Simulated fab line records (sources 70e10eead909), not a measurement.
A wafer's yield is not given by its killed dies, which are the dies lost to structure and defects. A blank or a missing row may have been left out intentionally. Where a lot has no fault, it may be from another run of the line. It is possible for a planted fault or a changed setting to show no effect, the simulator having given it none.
Matching of chambers    flow nand_harc    NHARC_A_STAIRCASE_DESCUM_11 on rie_diel-13 has 4 sister chambers
The step chemistry O2, time 3 s. 16 wafers are shown with their chamber, then 8 later ones without.

== WAFERS PAIRED WITH THEIR CHAMBERS ==
wafer   chamber  showerhead_plenum_p_Torr (Torr)  drypump_motor_current_A (A)  oes_product_au (a.u.)
L087.1  3        1.86                             5.4                          1.003
L087.4  1        1.95                             5.5                          1.001
L087.6  3        1.86                             5.5                          1.006
L088.1  1        1.94                             5.5                          0.999
L088.2  3        1.86                             5.5                          1.012
L088.4  0        2.05                             6.6                          1.032
L090.1  3        1.86                             5.5                          1.008
L090.3  2        1.93                             5.2                          1.026
L090.4  1        1.94                             5.5                          1.002
L091.2  2        1.93                             5.2                          1.017
L091.4  1        1.94                             5.4                          1.002
L091.5  0        2.05                             6.6                          1.020
L093.2  2        1.93                             5.2                          1.014
L093.3  0        2.05                             6.6                          1.013
L093.4  3        1.86                             5.4                          0.999
L096.3  2        1.93                             5.2                          1.015

SIGNATURES (averages over the wafers above)
reading                   chamber 0  chamber 1  chamber 2  chamber 3  scatter within a chamber
showerhead_plenum_p_Torr  2.0500     1.9425     1.9300     1.8600     0.0025
drypump_motor_current_A   6.600      5.475      5.200      5.460      0.0403
oes_product_au            1.02167    1.00100    1.01800    1.00560    0.00561
Rule: for each reading, subtract the chamber's mean from the wafer's reading, divide by that reading's scatter and square the result; add these up over the readings and take the root, which gives the wafer's distance from the chamber. The wafer belongs to the nearest chamber; if the next one is less than 2 further off, it can't be placed. The scatter: the root of (the sum of the squares of (reading less its chamber's mean) over the shown wafers, divided by (wafers less chambers)).

== WAFERS MISSING THEIR CHAMBER ==
wafer   showerhead_plenum_p_Torr (Torr)  drypump_motor_current_A (A)  oes_product_au (a.u.)
L096.4  1.94                             5.5                          1.001
L096.6  1.94                             5.4                          1.000
L097.2  1.94                             5.5                          1.014
L097.4  1.86                             5.5                          1.004
L097.5  1.94                             5.5                          1.008
L095.2  1.94                             5.5                          1.000
L095.3  1.86                             5.4                          1.002
L095.5  2.05                             6.6                          1.025

== EACH ONE'S CHAMBER ==
wafer   from the rows above  in truth
L096.4  1                    1
L096.6  1                    1
L097.2  1                    1
L097.4  3                    3
L097.5  1                    1
L095.2  1                    1
L095.3  3                    3
L095.5  0                    0
Correct placement for 8 of the 8. Can't be placed from these rows: 0. 0 placed wrongly.
